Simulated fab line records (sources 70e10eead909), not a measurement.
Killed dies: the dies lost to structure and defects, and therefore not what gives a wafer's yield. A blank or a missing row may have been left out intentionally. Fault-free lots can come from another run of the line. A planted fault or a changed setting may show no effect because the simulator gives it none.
One fault seen from 2 desks    flow nand harc    each desk has only its own numbers; what lay behind them comes last

== THE DEFECT DESK ==
Counts from the inspections along the route, per lot, as means over the sampled wafers that have a number. A lot is out of limits, marked OUT, if its mean lies more than 4 standard deviations from the usual mean; the brackets give that distance.
Columns: A = raw defect count at NHARC_P_GATE_INSPECT_28, usual 6.0
lot   first seen here  A
L412  day 4 13:37      4.3
L413  day 4 13:46      6.0
L415  day 5 04:33      8.7
L414  day 5 04:42      4.3
L417  day 5 19:21      5.7
L416  day 5 19:38      5.0
L428  day 8 21:04      348.0 (+99 or more) OUT
L429  day 8 22:40      329.3 (+99 or more) OUT
L431  day 9 07:21      3.3
L430  day 9 07:23      6.0
L432  day 9 17:16      7.0
L433  day 9 17:26      7.7
L434  day 10 02:05     8.0
This desk's finding: out of limits on L428, L429; first on L428, day 8 21:04 (raw defect count at NHARC_P_GATE_INSPECT_28). In limits: L412, L413, L415, L414, L417, L416, L431, L430, L432, L433, L434.

== THE METROLOGY DESK ==
Lot by lot, what the gauges showed, no matter which tool ran the lot: averages of those sampled wafers that carry a number. A lot is out of limits, marked OUT, if its mean lies more than 4 standard deviations from the usual mean; the brackets give that distance.
Columns: A = cd nm at NHARC_P_STI_CD_MEAS_09, usual 199.4 nm; B = cd nm at NHARC_P_GATE_CD_MEAS_11, usual 1640.5 nm
lot   first seen here  A      B
L412  day 2 12:49      197.9  1640.3
L413  day 2 16:46      199.8  1640.6
L414  day 3 02:44      199.4  1640.5
L415  day 3 02:54      198.1  1641.5
L416  day 3 13:49      200.5  1642.1
L417  day 3 13:59      197.9  1639.4
L429  day 6 14:34      200.5  1641.2
L428  day 6 14:43      200.8  1641.1
L430  day 7 01:28      200.7  1641.4
L431  day 7 01:38      197.9  1640.3
L432  day 7 12:32      199.2  1639.6
L433  day 7 17:12      202.0  1639.4
L434  day 7 23:52      200.2  1640.3
Finding of this desk: none of the 13 lots has anything out of limits.

== TAKEN TOGETHER ==
The defect desk could have raised an alarm at day 8 21:04, on L428, L429.
From the metrology desk's view, nothing was out of limits.
The metrology desk has L428, L429 on record, within its limits.
On furnace-08, each named lot ran NHARC_P_GATE_OXIDE_02.

== WHAT HAD BEEN PUT IN BY THE SIMULATOR ==
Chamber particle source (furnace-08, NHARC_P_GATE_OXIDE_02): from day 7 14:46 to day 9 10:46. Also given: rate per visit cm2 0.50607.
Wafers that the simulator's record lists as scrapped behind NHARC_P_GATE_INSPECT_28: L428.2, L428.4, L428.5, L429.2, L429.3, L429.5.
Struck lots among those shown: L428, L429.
Hours from the fault's start to each desk's first reading out of limits: the defect desk, 30.
